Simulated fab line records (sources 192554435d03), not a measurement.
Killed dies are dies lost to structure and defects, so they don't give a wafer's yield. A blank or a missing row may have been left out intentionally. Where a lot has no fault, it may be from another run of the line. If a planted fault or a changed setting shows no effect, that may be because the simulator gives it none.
2 desks, one fault    flow n5_finfet    each desk holds nothing but its own numbers, with what lay behind them at the end

== FOR THE TOOL OWNER'S DESK: rie_diel-05 ==
The tool's own readings at N5_BEOL_M7_ETCH_41 (etches SiCN in CH3F/O2, target depth 31.9 nm, time 57.8 s): means of the sampled wafers that have a number, for each lot that ran on this tool. If a lot's mean is further than 4 standard deviations from the usual mean, the lot is out of limits and carries the mark OUT (the distance appears in the brackets).
Columns: A = drypump_motor_current_A at N5_BEOL_M7_ETCH_41, usual 5.9 A; B = oes_product_au at N5_BEOL_M7_ETCH_41, usual 0.83 a.u.; C = rf_fwd_power_W at N5_BEOL_M7_ETCH_41, usual 390.8 W; D = rf_vpp_V at N5_BEOL_M7_ETCH_41, usual 297.5 V; E = showerhead_plenum_p_Torr at N5_BEOL_M7_ETCH_41, usual 2.02 Torr; F = throttle_valve_pct at N5_BEOL_M7_ETCH_41, usual 16.23 %
lot   first seen here  A    B     C                D                E     F
L535  day 9 22:11      5.8  0.74  390.0            297.0            1.97  16.22
L536  day 10 12:23     6.2  0.80  390.5            296.3            1.93  16.23
L537  day 10 18:55     6.1  0.75  295.7 (-53) OUT  323.3 (+16) OUT  1.93  16.24
L539  day 11 06:04     6.2  0.78  297.2 (-52) OUT  324.7 (+17) OUT  1.95  16.26
L541  day 12 00:42     6.4  0.75  296.9 (-52) OUT  323.4 (+16) OUT  1.93  16.23
This desk's finding: out of limits on L537, L539, L541; first on L537, day 10 18:55 (rf_fwd_power_W at N5_BEOL_M7_ETCH_41). L535, L536 stayed within limits.

== THE DEFECT DESK ==
Lot by lot, what the route's inspections counted, given as the mean of those sampled wafers with a number. If a lot's mean is further than 4 standard deviations from the usual mean, the lot is out of limits and carries the mark OUT (the distance appears in the brackets).
Columns: A = raw_defect_count at N5_BEOL_M7_INSPECT_30, usual 412
lot   first seen here  A
L535  day 9 21:51      465
L536  day 10 12:03     416
L537  day 10 18:34     280
L539  day 11 05:42     323
L541  day 12 00:22     368
L544  day 12 09:49     424
L547  day 13 09:32     448
L546  day 13 09:39     376
L548  day 13 11:44     372
L549  day 14 05:43     425
L552  day 14 12:20     403
Result from this desk: across the 11 lots, nothing is out of limits.

== ALL TOGETHER ==
The tool owner's desk had the chance to raise an alarm at day 10 18:55 on L537, L539, L541.
No out-of-limits result turned up at the defect desk.
The defect desk has L537, L539, L541 on record, within its limits.
N5_BEOL_M7_ETCH_41 was run on rie_diel-05 by each of the lots named.

== WHAT WAS PUT IN BY THE SIMULATOR ==
Drift in process parameters on rie_diel-05 at N5_BEOL_M7_ETCH_41, starting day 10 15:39. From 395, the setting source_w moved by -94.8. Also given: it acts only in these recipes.
Struck lots among those shown: L537, L539, L541.
Each desk's first reading out of limits, in hours after the fault started: the tool owner's desk, 3.
